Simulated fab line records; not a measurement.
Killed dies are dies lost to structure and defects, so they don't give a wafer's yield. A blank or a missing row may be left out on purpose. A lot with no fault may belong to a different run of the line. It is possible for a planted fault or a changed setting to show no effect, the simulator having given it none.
Chamber matching || flow nand harc || NHARC_A_STAIRCASE_ETCH_313 on rie diel-05: 4 sister chambers
The step etches the open film in CF4/CHF3. 4 wafers are shown with their chamber, then 10 later ones without.

## WAFERS, EACH WITH ITS CHAMBER
{"wafer": "L074.1", "chamber": 1, "drypump motor current A (A)": 5.0}
{"wafer": "L085.6", "chamber": 2, "drypump motor current A (A)": 6.4}
{"wafer": "L091.3", "chamber": 3, "drypump motor current A (A)": 6.4}
{"wafer": "L091.5", "chamber": 0, "drypump motor current A (A)": 5.4}

## WAFERS MISSING THEIR CHAMBER
{"wafer": "L091.6", "drypump motor current A (A)": 6.4}
{"wafer": "L090.2", "drypump motor current A (A)": 4.9}
{"wafer": "L090.3", "drypump motor current A (A)": 5.4}
{"wafer": "L090.5", "drypump motor current A (A)": 6.4}
{"wafer": "L092.2", "drypump motor current A (A)": 6.4}
{"wafer": "L092.4", "drypump motor current A (A)": 5.4}
{"wafer": "L092.5", "drypump motor current A (A)": 6.4}
{"wafer": "L093.2", "drypump motor current A (A)": 4.9}
{"wafer": "L093.4", "drypump motor current A (A)": 6.4}
{"wafer": "L093.6", "drypump motor current A (A)": 6.4}

## WHICH CHAMBER EACH ONE RAN IN
{"wafer": "L091.6", "from the rows above": "can't be placed: 2 or 3", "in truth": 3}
{"wafer": "L090.2", "from the rows above": 1, "in truth": 1}
{"wafer": "L090.3", "from the rows above": 0, "in truth": 0}
{"wafer": "L090.5", "from the rows above": "can't be placed: 2 or 3", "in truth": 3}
{"wafer": "L092.2", "from the rows above": "can't be placed: 2 or 3", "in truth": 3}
{"wafer": "L092.4", "from the rows above": 0, "in truth": 0}
{"wafer": "L092.5", "from the rows above": "can't be placed: 2 or 3", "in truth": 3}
{"wafer": "L093.2", "from the rows above": 1, "in truth": 1}
{"wafer": "L093.4", "from the rows above": "can't be placed: 2 or 3", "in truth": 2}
{"wafer": "L093.6", "from the rows above": "can't be placed: 2 or 3", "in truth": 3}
Correctly placed: 4 of 10. Cannot be placed on the basis of these rows: 6; the candidates contain the true chamber in 6. Number placed wrongly: 0.
How it was worked out, from the rows above alone: a wafer's distance from a chamber is the root of the sum, over the readings, of the square of ((its reading less the chamber's mean) divided by the reading's scatter). The wafer belongs to the nearest chamber; if the next one is less than 2 further off, it can't be placed. Each chamber's mean is taken over the wafers shown for it. The scatter (one wafer shown for each chamber): square how far every hidden wafer sits from the nearest shown wafer, average those squares and take the square root.
